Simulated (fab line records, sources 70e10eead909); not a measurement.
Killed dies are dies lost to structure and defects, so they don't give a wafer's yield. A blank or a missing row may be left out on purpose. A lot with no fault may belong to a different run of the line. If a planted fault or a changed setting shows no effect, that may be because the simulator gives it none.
Which tool is to blame?	flow nand harc	36 wafers from 12 lots sampled at 6 of the route's 1302 steps

== WHAT THE GAUGES READ, wafer by wafer ==
NHARC_A_SGD_CUT_INSPECT_25.
lot	measured	on	raw defect count
L074	day 19 20:57	defect inspect-01	322 380 375
L077	day 21 03:05	defect inspect-01	384 395 342
L079	day 21 23:14	defect inspect-01	253 279 301
L081	day 22 14:31	defect inspect-02	550 502 409
L086	day 23 19:03	defect inspect-02	363 329 405
L083	day 23 19:02	defect inspect-01	443 475 352
L087	day 24 21:12	defect inspect-01	350 431 393
L089	day 25 16:39	defect inspect-02	450 524 286
L091	day 26 17:20	defect inspect-02	248 268 216
L093	day 27 07:25	defect inspect-02	419 500 505
L094	day 27 21:32	defect inspect-01	297 345 303
L097	day 29 05:00	defect inspect-02	388 386 331

== WHAT TOOL EACH LOT RAN ON (gives the tool, then ch and the chambers of the sampled wafers, and finally the start) ==
lot	NHARC_A_STAIRCASE_ETCHBACK_416	NHARC_A_STAIRCASE_DEP_417	NHARC_A_STAIRCASE_ETCH_444	NHARC_A_STAIRCASE_STRIP_475	NHARC_A_SGD_CUT_ETCH_16
L074	rie diel-11 ch 0,1,2, day 17 13:50 or earlier	pecvd-02 ch 0,1,2, day 17 13:50	rie diel-04 ch 0,1,2, day 19 08:05	rie diel-03 ch 0,2,3, day 19 20:57 or earlier	rie diel-02 ch 2,3, day 19 20:57 or earlier
L077	rie diel-11 ch 0,3, day 18 21:14 or earlier	pecvd-03 ch 0,1, day 18 21:14	rie diel-03 ch 1,2,3, day 20 11:46	rie diel-11 ch 0,3, day 21 03:05 or earlier	rie diel-12 ch 0,3, day 21 03:05 or earlier
L079	rie diel-11 ch 0,1,3, day 19 19:14 or earlier	pecvd-02 ch 0,1,2, day 19 19:14	rie diel-03 ch 0,1,2, day 21 07:01	rie diel-11 ch 0,1,3, day 21 23:14 or earlier	rie diel-12 ch 0,1,3, day 21 23:14 or earlier
L081	rie diel-11 ch 0,2,3, day 20 01:58 or earlier	pecvd-03 ch 0,1,2, day 20 01:58	rie diel-11 ch 0,1,3, day 21 23:59	rie diel-03 ch 0,1,2, day 22 14:31 or earlier	rie diel-12 ch 0,1,2, day 22 14:31 or earlier
L086	rie diel-04 ch 1,2,3, day 21 08:51 or earlier	pecvd-03 ch 0,1,2, day 21 08:51	rie diel-04 ch 0,3, day 23 02:26	rie diel-03 ch 1,2, day 23 19:03 or earlier	rie diel-13 ch 2,3, day 23 19:03 or earlier
L083	rie diel-03 ch 0,1, day 21 17:52 or earlier	pecvd-02 ch 0,1,2, day 21 17:52	rie diel-11 ch 0,2,3, day 23 02:44	rie diel-03 ch 1,2,3, day 23 19:02 or earlier	rie diel-02 ch 0,1, day 23 19:02 or earlier
L087	rie diel-04 ch 0,2,3, day 22 18:04 or earlier	pecvd-04 ch 0,1,2, day 22 18:04	rie diel-03 ch 0,1,3, day 24 06:50	rie diel-11 ch 0,1,2, day 24 21:12 or earlier	rie diel-13 ch 0,2,3, day 24 21:12 or earlier
L089	rie diel-03 ch 0,1,3, day 23 11:08 or earlier	pecvd-02 ch 0,1, day 23 11:08	rie diel-11 ch 1,2,3, day 24 22:53	rie diel-04 ch 0,1, day 25 16:39 or earlier	rie diel-02 ch 0,2,3, day 25 16:39 or earlier
L091	rie diel-04 ch 1,2,3, day 24 10:38 or earlier	pecvd-02 ch 0,1,2, day 24 10:38	rie diel-04 ch 0,1,2, day 26 02:31	rie diel-04 ch 0,2,3, day 26 17:20 or earlier	rie diel-12 ch 0,2,3, day 26 17:20 or earlier
L093	rie diel-04 ch 0,1,2, day 25 00:36 or earlier	pecvd-02 ch 0,1,2, day 25 00:36	rie diel-04 ch 2,3, day 26 15:34	rie diel-11 ch 0,1,2, day 27 07:25 or earlier	rie diel-02 ch 0,2, day 27 07:25 or earlier
L094	rie diel-11 ch 0,2, day 25 19:54 or earlier	pecvd-04 ch 0,1,2, day 25 19:54	rie diel-04 ch 1,3, day 27 05:56	rie diel-11 ch 0,1, day 27 13:02	rie diel-12 ch 1,2,3, day 27 21:32 or earlier
L097	rie diel-03 ch 0,1,2, day 26 17:43	pecvd-03 ch 1,2, day 26 17:55	rie diel-04 ch 0,1,2, day 28 12:01	rie diel-11 ch 0,2,3, day 29 05:00 or earlier	rie diel-13 ch 0,1, day 29 05:00 or earlier
- NHARC_A_STAIRCASE_ETCHBACK_416: etches the open film in C4F8/O2/Ar, target depth 36 nm, time 7.2 s.
- NHARC_A_STAIRCASE_DEP_417: deposits Si3N4, target thk 60 nm.
- NHARC_A_STAIRCASE_ETCH_444: etches the open film in C4F8/O2, target depth 20400 nm, time 6800 s.
- NHARC_A_STAIRCASE_STRIP_475: strips in O2, time 20 s.
- NHARC_A_SGD_CUT_ETCH_16: etches the open film in C4F8/O2/Ar, target depth 310.5 nm, time 155.2 s.

== THE ANSWER, worked out from the rows above alone ==
Rule: the usual values come from the lots themselves. Put in order of their means at a reading, lots are off if they are a third of the lots or fewer, leave a main group of 4 or more, and stand apart from it by a gap of 3 or more times the standard deviation of the main group's means; of several such gaps the widest counts. The tables above print the reading to a certain number of digits; a main group whose means all agree to those digits is not used. A lot without any number at a reading at which 4 lots or more have one is off too. All remaining lots with rows at the step are treated as sound.
Across all readings shown, no lot is off: no conclusion can be drawn from this.

== WHAT WAS PUT IN BY THE SIMULATOR ==
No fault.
